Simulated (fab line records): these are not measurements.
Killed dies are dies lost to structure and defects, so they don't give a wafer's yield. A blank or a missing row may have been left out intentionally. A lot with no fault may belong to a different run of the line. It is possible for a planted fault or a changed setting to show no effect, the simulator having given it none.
fab line records | flow n5_finfet
[record] lots = 5 wafers = 15 last_day = 16
route steps=1938 shown SD_EPI_P@298 BEOL_M4@1111 PASSIVATION@1936
lots that met no fault: taken from a fault-free run of the same line
start_h: start of the lot's first displayed wafer, in hours after the record's first day | wait_h: hours since the lot's step before | " identical to the entry in the row above | L1.1+2: a row that stands for several wafers | - no value, or no start given | * or withheld: withheld | < > ~ a bound
route shown NAME@n: NAME is a module with steps in the file, n the number in the route of the first one | usual: the fault-free wafers' mean and standard deviation | same: alike in all rows | chamber/n: place in a boat | sites: readings site by site | _std_site: standard deviation of those values | _edge_site: the outer-site mean with the inner-site mean subtracted | radius_mm: for every site, how far away it sits from the centre of the wafer | mask NAME#n: copy n | behind: tool/chamber where the wafer was last shaped | hold: reason for holding the lot/hours on hold/outcome of the hold | device: which transistor (n, p or np) failed to switch | end of line: tests of these same wafers at the route's end | for a step that has no rows: nothing shown but its recipe | killed: not the wafer's yield, but the dies lost to structure and defects at the first sort | map: shows each die of a wafer: x if killed, . if not, _ if none is there
set.NAME: setting as actually run; set.NAME@STEP: the setting as run at that earlier step | model.NAME: the simulator's own value behind a step, which no gauge read
a table for each step, a row for each wafer; lots at some steps of the route
services: when a tool's chamber went out of use (start_h, in hours from the record's first day, below 0 if earlier), for how many hours, and the reason
[[steps]]
[step N5_SD_EPI_P_EBR_05]
[recipe] solvent = PGMEA ebr_width_mm = 1.5
[step N5_SD_EPI_P_SOFTBAKE_04]
[recipe] temp_c = 110 time_s = 60 resist = CAR-ArF-block
[step N5_SD_EPI_P_EXPOSE_06]
[recipe] mask_id = SD_P_BLK na = 1.35 source_shape = conventional sigma_outer = 0.8 polarization = unpolarized target_cd_nm = 240 dose_mj = 39.5
[step N5_SD_EPI_P_PEB_07]
[recipe] peb_temp_c = 110 peb_time_s = 60 resist = CAR-ArF-block
[step N5_SD_EPI_P_DEVELOP_08]
[recipe] develop_time_s = 30 developer = TMAH resist = CAR-ArF-block dev_temp_c = 23 rinse_liquid = diw dry = air_spin
[step N5_SD_EPI_P_DESCUM_14]
[recipe] chemistry = O2 time_s = 7.9 source_power_w = 50 bias_power_w = 20 pressure_mtorr = 20 rf_frequency_hz = 2.712e+07 temp_c = 40 resist = CAR-ArF-block o2_flow_sccm = 225
[step N5_SD_EPI_P_ETCH_36]
[recipe] chemistry = CF4 target = SiARC target_depth_a = 455 mask_material = CAR-ArF-block time_s = 75.8 ion_energy_ev = 80 pressure_mtorr = 40 source_w = 545 bias_w = 36 Ar_flow_sccm = 100 cf4_flow_sccm = 100 ends = cleared
[step N5_SD_EPI_P_ETCH_37]
[recipe] chemistry = N2/H2 target = SOC overetch_a = 1080 mask_material = SiARC temp_c = 40 ion_energy_ev = 100 source_w = 3000 bias_w = 133 pressure_mtorr = 20 time_s = 486 n2_flow_sccm = 200 h2_flow_sccm = 200 ends = end_point
[step N5_SD_EPI_P_STRIP_38]
[recipe] chemistry = N2/H2 temp_c = 40 n2_flow_sccm = 200 h2_flow_sccm = 200 rf_frequency_hz = 6e+07
[step N5_SD_EPI_P_ETCHBACK_46]
[recipe] chemistry = CH3F/O2 mode = anisotropic_etchback target = SiNx target_depth_a = 175 stop_on = SiO2 over_etch_frac = 0.3 ion_energy_ev = 120 pressure_mtorr = 30 source_w = 395 bias_w = 73 Ar_flow_sccm = 150 CH3F_flow_sccm = 30 O2_flow_sccm = 20
[usual] CH3F_flow_sccm = 29.99/0.096 O2_flow_sccm = 19.99/0.064 drypump_motor_current_A = 5.7/0.38 mfc_ar_sccm = 150.0/0.45 oes_product_au = 0.68/0.071 rf_vpp_V = 296/4.6 showerhead_plenum_p_Torr = 2.01/0.084 throttle_valve_pct = 16.21/0.29
// columns lot.wafer tool chamber start_h wait_h CH3F_flow_sccm O2_flow_sccm drypump_motor_current_A mfc_ar_sccm oes_product_au rf_hours_counter_h rf_vpp_V showerhead_plenum_p_Torr throttle_valve_pct model.SiARC_of_SD_EPI_P_COAT_35.thk_nm
L886.2 rie_diel-03 2 107.55 0.0 - - - - - - - - - 20
L886.3 " 3 " " - - - - - - - - - 19.6
L886.6 " 2 " " - - - - - - - - - 20.2
L887.3 rie_diel-06 2 115.64 0.0 - - - - - - - - - 19.8
L887.4 " 3 " " - - - - - - - - - 19.6
L887.6 " 0 " " - - - - - - - - - 19.8
L888.2 rie_diel-06 3 125.05 0.0 - - - - - - - - - 19.4
L888.3 " 2 " " - - - - - - - - - 19.8
L888.4 " 0 " " - - - - - - - - - 20
L892.1 rie_diel-01 3 139.45 0.0 30.16 20.03 6.3 148.8 0.77 35 305 1.96 16.03 15
L892.3 " 2 " " 29.85 19.96 6.1 149.8 0.61 205 292 1.89 16.37 14.6
L892.4 " 1 " " 29.87 19.90 5.8 149.9 0.62 182 297 2.00 16.23 14.8
L897.4 rie_diel-03 2 168.07 0.0 29.78 19.94 5.2 150.1 0.65 162 293 1.90 15.94 15.8
L897.5 " 2 " " 29.91 20.06 5.2 150.3 0.65 - 294 1.90 15.94 15.8
L897.6 " 3 " " 29.85 20.06 5.9 150.0 0.59 - 299 2.06 16.77 15
[step N5_SD_EPI_P_ETCH_47]
[recipe] chemistry = CH3F/O2 target = SiOCN target_depth_a = 250 mask_material = SOC ion_energy_ev = 60 bias_w = 29 pressure_mtorr = 30 source_w = 410 Ar_flow_sccm = 150 CH3F_flow_sccm = 30 O2_flow_sccm = 20
[step N5_SD_EPI_P_ETCH_16]
[recipe] chemistry = CHF3/O2 target = SiO2 target_depth_a = 50 mask_material = SOC pressure_mtorr = 30 source_w = 650 bias_w = 170 Ar_flow_sccm = 200 CHF3_flow_sccm = 50 O2_flow_sccm = 5 ion_energy_ev = 200
[usual] drypump_motor_current_A = 5.7/0.38 mfc_ar_sccm = 200.0/0.6 oes_product_au = 0.79/0.085 rf_vpp_V = 522/8.1 showerhead_plenum_p_Torr = 2.42/0.098 throttle_valve_pct = 18.75/0.3
// columns lot.wafer tool chamber start_h wait_h drypump_motor_current_A mfc_ar_sccm oes_product_au rf_hours_counter_h rf_vpp_V showerhead_plenum_p_Torr throttle_valve_pct model.SiARC_of_SD_EPI_P_COAT_35.thk_nm
L886.2 rie_diel-03 2 107.75 0.1 5.2 199.8 0.77 144 517 2.31 18.42 16.6
L886.3 " 3 " " 5.8 199.5 0.71 218 526 2.49 19.30 16
L886.6 " 2 " " 5.2 199.2 0.77 - 517 2.31 18.42 16.6
L887.3 rie_diel-06 2 115.84 0.1 5.2 200.1 0.72 189 516 2.41 19.22 16.2
L887.4 " 3 " " 5.3 200.2 0.86 - 532 2.55 18.89 16
L887.6 " 0 " " 5.7 201.0 0.93 - 508 2.34 18.72 16.4
L888.2 rie_diel-06 3 125.25 0.1 5.3 199.6 0.87 48 531 2.55 18.89 16
L888.3 " 2 " " 5.2 200.7 0.72 193 518 2.40 19.22 16.4
L888.4 " 0 " " 5.8 200.1 0.92 22 510 2.34 18.74 16.4
L892.1 rie_diel-01 3 139.65 0.1 6.2 199.5 0.91 35 540 2.36 18.61 11.4
L892.3 " 2 " " 6.1 199.1 0.71 205 514 2.28 18.87 11.2
L892.4 " 1 " " 5.8 201.4 0.72 182 525 2.41 18.77 11.2
L897.4 rie_diel-03 2 168.27 0.1 5.2 200.7 0.75 162 518 2.30 18.46 12.2
L897.5 " 2 " " 5.2 201.5 0.75 - 516 2.30 18.46 12.4
L897.6 " 3 " " 5.8 200.8 0.69 - 525 2.48 19.35 11.4
[step N5_SD_EPI_P_STRIP_50]
[recipe] chemistry = CHF3/O2 resist = SiARC rf_frequency_hz = 6e+07
[step N5_SD_EPI_P_SD_RECESS_17]
[recipe] chemistry = HBr/Cl2/O2 target_depth_a = 391 bt_time_s = 3 pressure_mtorr = 10 icp_w = 800 bias_w = 112 HBr_flow_sccm = 150 Cl2_flow_sccm = 80 O2_flow_sccm = 12
[step N5_SD_EPI_P_WET_ETCH_45]
[recipe] chemistry = dHF dilution = withheld time_s = 10.7 target = SiO2 target_depth_a = 20 temp_c = 25 dry = ipa_marangoni rinse_time_s = 30 rinse_temp_c = 23
[step N5_SD_EPI_P_STRIP_40]
[recipe] chemistry = N2/H2 power_w = 1000 temp_c = 250 h2_frac = 0.65 overash_fraction = 0.3 pressure_mtorr = withheld n2_flow_sccm = 1750 h2_flow_sccm = 3250
[step N5_SD_EPI_P_PRECLEAN_52]
[recipe] chemistry = O3/DIW time_s = 60 temp_c = 22 o3_ppm = 10
[step N5_SD_EPI_P_SRD_20]
[recipe] dry = ipa_marangoni do_ppb = 5 time_s = 30 temp_c = 23 rinse_liquid = diw
[step N5_SD_EPI_P_PRECLEAN_51]
[recipe] chemistry = NF3:NH3 afs_cycles = 1 temp_c = 30 time_s = 20 sublimation_temp_c = 180 sublimation_time_s = 60 pressure_torr = 3 rf_power_w = 30
[step N5_SD_EPI_P_VAPOR_ETCH_44]
[recipe] chemistry = NF3/Ar target = SiGe30 temp_c = 25 time_s = 3.3 mode = isotropic
[step N5_SD_EPI_P_EPI_21]
[recipe] material = SiGe:B dopant = B temp_c = 550 pressure_torr = 20 ambient = H2 time_s = 355
[same] time_s = 355
// columns lot.wafer tool chamber start_h wait_h model.SiGe-B_of_SD_EPI_P_EPI_21.thk_nm
L886.2 epi_rpcvd-01 0 109.09 0.6 1.2
L886.3 " 0 " " 0.2
L886.6 " 0 111.01 2.4 1.4
L887.3 epi_rpcvd-01 0 117.67 1.1 1.8
L887.4+6 " 0 " " 1.4
L888.2+3 epi_rpcvd-04 0 126.37 0.5 0.8
L888.4 " 0 " " 1.2
L892.1 epi_rpcvd-03 0 140.63 0.2 61.2
L892.3+4 " 0 " " 60.6
L897.4 epi_rpcvd-03 0 170.08 1.1 60.6
L897.5 " 0 " " 60.4
L897.6 " 0 " " 60
[step N5_SD_EPI_P_HM_STRIP_48]
[recipe] chemistry = H3PO4 temp_c = 160 material = SiNx target = SiNx target_depth_a = 30 overetch_fraction = 0.3
[step N5_SD_EPI_P_SRD_49]
[recipe] dry = ipa_marangoni time_s = 30 temp_c = 23 rinse_liquid = diw
[step N5_SD_EPI_P_PRECLEAN_24]
[recipe] chemistry = O3/DIW time_s = 45 temp_c = 22 o3_ppm = 10
[same] time_s = 45
// columns lot.wafer tool chamber start_h wait_h model.SiGe-B_of_SD_EPI_P_EPI_21.thk_nm
L886.2 wet_bench-02 5 111.63 0.0 1.2
L886.3 " 1 " " 0.2
L886.6 " 7 " " 1.4
L887.3 wet_bench-02 7 119.75 0.0 1.8
L887.4+6 " 0,6 " " 1.4
L888.2+3 wet_bench-03 0,6 128.38 0.0 0.8
L888.4 " 5 " " 1.2
L892.1 wet_bench-02 7 143.66 0.0 60.8
L892.3+4 " 0,4 " " 60.2
L897.4 wet_bench-02 3 171.46 0.0 60
L897.5 " 1 " " 59.8
L897.6 " 0 " " 59.4
[step N5_SD_EPI_P_PRECLEAN_32]
[recipe] chemistry = dHF time_s = 10 dilution = 500:1 temp_c = 25
[step N5_BEOL_M4_RC_MEAS_101]
[usual] DIBL_N = 36.9/1.7 DIBL_P = 36.7/2.1 IOFF_N = 0.17/0.032 IOFF_P = 0.22/0.036 ION_N = 674/12 ION_P = 461/7 SS_N = 71.7/0.6 SS_P = 73.4/0.67 VT_N = 249/3.1 VT_P = -250/3.2
// columns lot.wafer tool chamber start_h wait_h DIBL_N[mV/V] DIBL_P[mV/V] IOFF_N[nA/um] IOFF_P[nA/um] ION_N[uA/um] ION_P[uA/um] SS_N[mV/dec] SS_P[mV/dec] VT_N[mV] VT_P[mV]
L892.1 prober-01 0 249.71 0.0 37.9 38.3 0.20 0.25 681 464 71.8 73.7 247 -251
L892.3 " 0 " " 37.7 37.7 0.20 0.24 686 467 72.0 74.1 247 -247
L892.4 " 0 " " 37.2 37.0 0.18 0.22 681 464 70.8 73.4 248 -248
L897.4 prober-01 0 286.39 0.5 35.7 35.6 0.16 0.24 680 468 71.9 72.9 247 -246
L897.5 " 0 " " 33.9 33.3 0.12 0.19 660 460 71.3 72.2 254 -249
L897.6 " 0 " " 37.7 38.0 0.19 0.28 698 472 72.2 73.4 245 -242
[step N5_PASSIVATION_PROBE_49]
[usual] defect_limited_yield = 91.7/1.5 killed_at_M0_to_M3 = 32/9.6 killed_at_M4_up = 13/5.3 killed_at_contacts = 12/6.8 killed_at_front_end = 36/9.8 killed_at_other = 4/3.1 killed_dies = 98/17 killed_on_rim = 13/4 killed_open = 65/13 killed_short = 32/8.5 sort_bin_5_function = 4.9/0.93 sort_bin_6_memory = 3.2/0.67 sort_bin_8_speed = 0.00/0.02 sort_n_pass = 1082/17 sort_yield_pct = 91.7/1.4
[same] gross_dies = 1180 killed_at_back_side = 0 sort_bin_4_leakage[%] = 0
// columns lot.wafer tool chamber start_h wait_h defect_limited_yield[%] killed_at_M0_to_M3 killed_at_M4_up killed_at_contacts killed_at_front_end killed_at_other killed_dies killed_on_rim killed_open killed_short sort_bin_5_function[%] sort_bin_6_memory[%] sort_bin_8_speed[%] sort_n_pass sort_yield_pct[%]
L886.2 prober-02 - 309.93 0.1 0 44 12 39 1084 1 1180 152 102 33 95.7 4.2 0 0 0
L886.3 prober-02 - 309.98 0.1 0 37 17 16 1106 4 1180 152 72 32 96.1 3.6 0 0 0
L886.6 prober-02 - 310.13 0.3 0 32 20 21 1104 3 1180 152 78 33 96.7 3.1 0 0 0
L887.3 prober-01 - 318.42 0.1 0 51 5 13 1111 0 1180 152 87 29 95.8 3.9 0 0 0
L887.4 prober-01 - 318.47 0.2 0 34 7 20 1119 0 1180 152 59 36 96.4 3.5 0 0 0
L887.6 prober-01 - 318.57 0.3 0 45 12 21 1099 3 1180 152 68 40 96.2 3.5 0 0 0
L892.1 prober-01 - 346.13 0.0 92.0 33 12 6 40 3 94 11 54 40 4.4 3.2 0 1086 92.0
L892.3 prober-01 - 346.23 0.1 90.8 29 14 8 51 6 108 12 62 45 4.5 4.4 0 1072 90.8
L892.4 prober-01 - 346.28 0.2 95.4 11 12 13 16 2 54 9 37 17 2.5 2.0 0 1126 95.4
L888.2 prober-02 - 359.20 0.1 0 33 7 7 1115 18 1180 152 76 50 96.0 3.8 0 0 0
L888.3 prober-02 - 359.25 0.1 0 36 12 3 1122 7 1180 152 55 28 97.4 2.6 0 0 0
L888.4 prober-02 - 359.30 0.2 0 36 17 10 1113 4 1180 152 81 36 95.8 3.7 0 0 0
L897.4 prober-02 - 389.11 0.2 90.3 39 14 14 43 5 115 16 70 45 5.9 3.7 0 1065 90.3
L897.5 prober-02 - 389.16 0.2 89.6 49 19 14 30 11 123 17 69 51 5.0 4.3 0.08 1057 89.6
L897.6 prober-02 - 389.21 0.3 92.4 28 12 6 40 4 90 10 57 32 4.1 3.5 0 1090 92.4
// killed by level:class
L886.2 SD_EPI_P:area_etchback=1044 MOL_CONTACT_COAG:geometric_particle:open=32 BEOL_M2:geometric_particle:open=12 BEOL_M0_SAQP:geometric_particle:open=10 FIN_SAQP:geometric_particle:short=9 BEOL_M0_SAQP:geometric_particle:short=8 FIN_SAQP:geometric_particle:open=7 STI_FIN_REVEAL:geometric_particle:open=7
L886.3 SD_EPI_P:area_etchback=1075 MOL_CONTACT_COAG:geometric_particle:open=14 BEOL_M2:geometric_particle:open=11 BEOL_M0:geometric_particle:open=8 DUMMY_GATE:geometric_particle:open=7 BEOL_M0_SAQP:geometric_particle:short=7 STI_FIN_REVEAL:geometric_particle:open=5 BEOL_M3:geometric_particle:open=4
L886.6 SD_EPI_P:area_etchback=1069 MOL_CONTACT_COAG:geometric_particle:open=17 STI_FIN_REVEAL:geometric_particle:open=16 BEOL_M4:geometric_particle:open=9 BEOL_M0_SAQP:geometric_particle:short=6 BEOL_M1:geometric_particle:open=6 STARTING-WAFER:geometric_particle:open=6 MOL_CONTACT_COAG:geometric_particle:short=4
L887.3 SD_EPI_P:area_etchback=1064 STI_FIN_REVEAL:geometric_particle:open=16 BEOL_M0_SAQP:geometric_particle:open=12 FIN_SAQP:geometric_particle:open=11 BEOL_M1:geometric_particle:open=11 MOL_CONTACT_COAG:geometric_particle:open=10 BEOL_M0_SAQP:geometric_particle:short=10 FIN_SAQP:geometric_particle:short=7
L887.4 SD_EPI_P:area_etchback=1084 MOL_CONTACT_COAG:geometric_particle:open=12 BEOL_M3:geometric_particle:open=10 FIN_SAQP:geometric_particle:short=9 MOL_CONTACT_COAG:geometric_particle:short=8 FIN_SAQP:geometric_particle:open=7 BEOL_M1:geometric_particle:open=6 STI_FIN_REVEAL:geometric_particle:open=4
L887.6 SD_EPI_P:area_etchback=1072 MOL_CONTACT_COAG:geometric_particle:open=15 BEOL_M2:geometric_particle:open=11 FIN_SAQP:geometric_particle:short=10 BEOL_M0_SAQP:geometric_particle:short=9 BEOL_M0_SAQP:geometric_particle:open=8 BEOL_M4:geometric_particle:open=7 BEOL_M3:geometric_particle:open=6
L892.1 STI_FIN_REVEAL:geometric_particle:open=12 BEOL_M0_SAQP:geometric_particle:open=11 BEOL_M0_SAQP:geometric_particle:short=9 BEOL_M3:geometric_particle:open=7 BEOL_M4:geometric_particle:open=7 FIN_SAQP:geometric_particle:short=5 MOL_CONTACT_COAG:geometric_particle:open=5 STARTING-WAFER:geometric_particle:short=5
L892.3 STI_FIN_REVEAL:geometric_particle:open=14 FIN_SAQP:geometric_particle:short=10 FIN_SAQP:geometric_particle:open=8 BEOL_M0_SAQP:geometric_particle:short=8 BEOL_M2:geometric_particle:open=7 BEOL_M4:geometric_particle:open=7 MOL_CONTACT_COAG:geometric_particle:open=5 BEOL_M1:geometric_particle:short=5
L892.4 MOL_CONTACT_COAG:geometric_particle:open=10 BEOL_M4:geometric_particle:open=6 MOL_CONTACT_COAG:geometric_particle:short=3 BEOL_M0_SAQP:geometric_particle:open=3 BEOL_M2:geometric_particle:open=3 FIN_SAQP:geometric_particle:open=2 STI_FIN_REVEAL:geometric_particle:open=2 ILD0:geometric_particle:short=2
L888.2 SD_EPI_P:area_etchback=1054 MIM_TOP_ETCH:geometric_particle:short=12 FIN_SAQP:geometric_particle:short=11 FIN_SAQP:geometric_particle:open=10 GATE_CUT:geometric_particle:open=10 BEOL_M3:geometric_particle:open=10 GATE_CUT:geometric_particle:short=8 STI_FIN_REVEAL:geometric_particle:open=7
L888.3 SD_EPI_P:area_etchback=1096 BEOL_M2:geometric_particle:open=10 BEOL_M0:geometric_particle:open=8 FIN_SAQP:geometric_particle:short=6 BEOL_M1:geometric_particle:open=5 BEOL_M4:geometric_particle:open=5 GATE_CUT:geometric_particle:short=4 BEOL_M0_SAQP:geometric_particle:short=4
L888.4 SD_EPI_P:area_etchback=1063 GATE_CUT:geometric_particle:short=11 FIN_SAQP:geometric_particle:open=9 FIN_SAQP:geometric_particle:short=9 MOL_CONTACT_COAG:geometric_particle:open=9 BEOL_M2:geometric_particle:open=9 GATE_CUT:geometric_particle:open=8 BEOL_M4:geometric_particle:open=8
L897.4 BEOL_M0_SAQP:geometric_particle:open=16 MOL_CONTACT_COAG:geometric_particle:open=12 BEOL_M0_SAQP:geometric_particle:short=12 FIN_SAQP:geometric_particle:short=11 FIN_SAQP:geometric_particle:open=9 STI_FIN_REVEAL:geometric_particle:open=7 STI_FIN_REVEAL:geometric_particle:short=4 BEOL_M4:geometric_particle:open=4
L897.5 BEOL_M0_SAQP:geometric_particle:open=16 BEOL_M0_SAQP:geometric_particle:short=14 MOL_CONTACT_COAG:geometric_particle:open=10 BEOL_M4:geometric_particle:open=10 BEOL_M2:geometric_particle:open=8 FIN_SAQP:geometric_particle:short=5 STI_FIN_REVEAL:geometric_particle:open=5 MIM_BOT:geometric_particle:short=5
L897.6 FIN_SAQP:geometric_particle:short=9 BEOL_M2:geometric_particle:open=9 STI_FIN_REVEAL:geometric_particle:open=8 BEOL_M0_SAQP:geometric_particle:short=6 FIN_SAQP:geometric_particle:open=5 BEOL_M1:geometric_particle:open=5 MOL_CONTACT_COAG:geometric_particle:open=5 BEOL_M0_SAQP:geometric_particle:open=4
// map L886.2 (x killed, . not)
_________________xxxxxxxxxxxx________________
______________xxxxxxxxxxxxxxxxxx_____________
___________xxxxxxxxxxxxxxxxxxxxxxxx__________
__________xxxxxxxxxxxxxxxxxxxxxxxxxx_________
________xxxxxxxxxxxxxxxxxxxxxxxxxxxxxx_______
_______xxxxxxxxxxxxxxxxxxxxxxxxxxxxxxxx______
______xxxxxxxxxxxxxxxxxxxxxxxxxxxxxxxxxx_____
_____xxxxxxxxxxxxxxxxxxxxxxxxxxxxxxxxxxxx____
____xxxxxxxxxxxxxxxxxxxxxxxxxxxxxxxxxxxxxx___
___xxxxxxxxxxxxxxxxxxxxxxxxxxxxxxxxxxxxxxxx__
___xxxxxxxxxxxxxxxxxxxxxxxxxxxxxxxxxxxxxxxx__
__xxxxxxxxxxxxxxxxxxxxxxxxxxxxxxxxxxxxxxxxxx_
__xxxxxxxxxxxxxxxxxxxxxxxxxxxxxxxxxxxxxxxxxx_
_xxxxxxxxxxxxxxxxxxxxxxxxxxxxxxxxxxxxxxxxxxxx
_xxxxxxxxxxxxxxxxxxxxxxxxxxxxxxxxxxxxxxxxxxxx
_xxxxxxxxxxxxxxxxxxxxxxxxxxxxxxxxxxxxxxxxxxxx
_xxxxxxxxxxxxxxxxxxxxxxxxxxxxxxxxxxxxxxxxxxxx
_xxxxxxxxxxxxxxxxxxxxxxxxxxxxxxxxxxxxxxxxxxxx
_xxxxxxxxxxxxxxxxxxxxxxxxxxxxxxxxxxxxxxxxxxxx
_xxxxxxxxxxxxxxxxxxxxxxxxxxxxxxxxxxxxxxxxxxxx
_xxxxxxxxxxxxxxxxxxxxxxxxxxxxxxxxxxxxxxxxxxxx
__xxxxxxxxxxxxxxxxxxxxxxxxxxxxxxxxxxxxxxxxxx_
__xxxxxxxxxxxxxxxxxxxxxxxxxxxxxxxxxxxxxxxxxx_
___xxxxxxxxxxxxxxxxxxxxxxxxxxxxxxxxxxxxxxxx__
___xxxxxxxxxxxxxxxxxxxxxxxxxxxxxxxxxxxxxxxx__
____xxxxxxxxxxxxxxxxxxxxxxxxxxxxxxxxxxxxxx___
_____xxxxxxxxxxxxxxxxxxxxxxxxxxxxxxxxxxxx____
______xxxxxxxxxxxxxxxxxxxxxxxxxxxxxxxxxx_____
_______xxxxxxxxxxxxxxxxxxxxxxxxxxxxxxxx______
________xxxxxxxxxxxxxxxxxxxxxxxxxxxxxx_______
__________xxxxxxxxxxxxxxxxxxxxxxxxxx_________
___________xxxxxxxxxxxxxxxxxxxxxxxx__________
______________xxxxxxxxxxxxxxxxxx_____________
_________________xxxxxxxxxxxx________________
// map L887.3 (x killed, . not)
_________________xxxxxxxxxxxx________________
______________xxxxxxxxxxxxxxxxxx_____________
___________xxxxxxxxxxxxxxxxxxxxxxxx__________
__________xxxxxxxxxxxxxxxxxxxxxxxxxx_________
________xxxxxxxxxxxxxxxxxxxxxxxxxxxxxx_______
_______xxxxxxxxxxxxxxxxxxxxxxxxxxxxxxxx______
______xxxxxxxxxxxxxxxxxxxxxxxxxxxxxxxxxx_____
_____xxxxxxxxxxxxxxxxxxxxxxxxxxxxxxxxxxxx____
____xxxxxxxxxxxxxxxxxxxxxxxxxxxxxxxxxxxxxx___
___xxxxxxxxxxxxxxxxxxxxxxxxxxxxxxxxxxxxxxxx__
___xxxxxxxxxxxxxxxxxxxxxxxxxxxxxxxxxxxxxxxx__
__xxxxxxxxxxxxxxxxxxxxxxxxxxxxxxxxxxxxxxxxxx_
__xxxxxxxxxxxxxxxxxxxxxxxxxxxxxxxxxxxxxxxxxx_
_xxxxxxxxxxxxxxxxxxxxxxxxxxxxxxxxxxxxxxxxxxxx
_xxxxxxxxxxxxxxxxxxxxxxxxxxxxxxxxxxxxxxxxxxxx
_xxxxxxxxxxxxxxxxxxxxxxxxxxxxxxxxxxxxxxxxxxxx
_xxxxxxxxxxxxxxxxxxxxxxxxxxxxxxxxxxxxxxxxxxxx
_xxxxxxxxxxxxxxxxxxxxxxxxxxxxxxxxxxxxxxxxxxxx
_xxxxxxxxxxxxxxxxxxxxxxxxxxxxxxxxxxxxxxxxxxxx
_xxxxxxxxxxxxxxxxxxxxxxxxxxxxxxxxxxxxxxxxxxxx
_xxxxxxxxxxxxxxxxxxxxxxxxxxxxxxxxxxxxxxxxxxxx
__xxxxxxxxxxxxxxxxxxxxxxxxxxxxxxxxxxxxxxxxxx_
__xxxxxxxxxxxxxxxxxxxxxxxxxxxxxxxxxxxxxxxxxx_
___xxxxxxxxxxxxxxxxxxxxxxxxxxxxxxxxxxxxxxxx__
___xxxxxxxxxxxxxxxxxxxxxxxxxxxxxxxxxxxxxxxx__
____xxxxxxxxxxxxxxxxxxxxxxxxxxxxxxxxxxxxxx___
_____xxxxxxxxxxxxxxxxxxxxxxxxxxxxxxxxxxxx____
______xxxxxxxxxxxxxxxxxxxxxxxxxxxxxxxxxx_____
_______xxxxxxxxxxxxxxxxxxxxxxxxxxxxxxxx______
________xxxxxxxxxxxxxxxxxxxxxxxxxxxxxx_______
__________xxxxxxxxxxxxxxxxxxxxxxxxxx_________
___________xxxxxxxxxxxxxxxxxxxxxxxx__________
______________xxxxxxxxxxxxxxxxxx_____________
_________________xxxxxxxxxxxx________________
[[services]]
// columns tool chamber start_h hours kind
rie_diel-06 3 95.68 2.3 repair
rie_diel-06 1 108.93 13.4 repair
epi_rpcvd-01 - 137.43 8.1 pm
[[key]]
[first_sign] step = N5_SD_EPI_P_ETCHBACK_46 reading = tool_record direction = missing
[effect] step = N5_PASSIVATION_PROBE_49 reading = killed_at_front_end direction = up sigmas = 99+ usual = 36 struck = 1108
[model_effect] step = N5_SD_EPI_P_ETCHBACK_46 value = SiARC_of_SD_EPI_P_COAT_35.thk_nm without = 15.29 struck = 19.8
[model_effect] step = N5_SD_EPI_P_ETCH_16 value = SiARC_of_SD_EPI_P_COAT_35.thk_nm without = 11.71 struck = 16.29
[model_effect] step = N5_SD_EPI_P_EPI_21 value = SiGe-B_of_SD_EPI_P_EPI_21.thk_nm without = 60.62 struck = 1.133
[model_effect] step = N5_SD_EPI_P_PRECLEAN_24 value = SiGe-B_of_SD_EPI_P_EPI_21.thk_nm without = 60.13 struck = 1.133
[more_kills_born_at] N5_SD_EPI_P_ETCHBACK_46@rie_diel-06 = 6433 N5_SD_EPI_P_ETCHBACK_46@rie_diel-03 = 3188
met_at N5_SD_EPI_P_ETCHBACK_46
struck_wafers L886.2,L886.3,L886.6,L887.3,L887.4,L887.6,L888.2,L888.3,L888.4
later_rows_left_out L886.2,L886.3,L886.6,L887.3,L887.4,L887.6,L888.2,L888.3,L888.4
[fault] kind = skipped_step_whole tool = rie_diel-03,rie_diel-06 chamber = - onset_h = 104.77 steps = N5_SD_EPI_P_ETCHBACK_46 scope = struck_lots_only
// later_rows_left_out: the simulator's readings of these wafers behind a module that went badly wrong aren't trusted and aren't shown, but for the sort
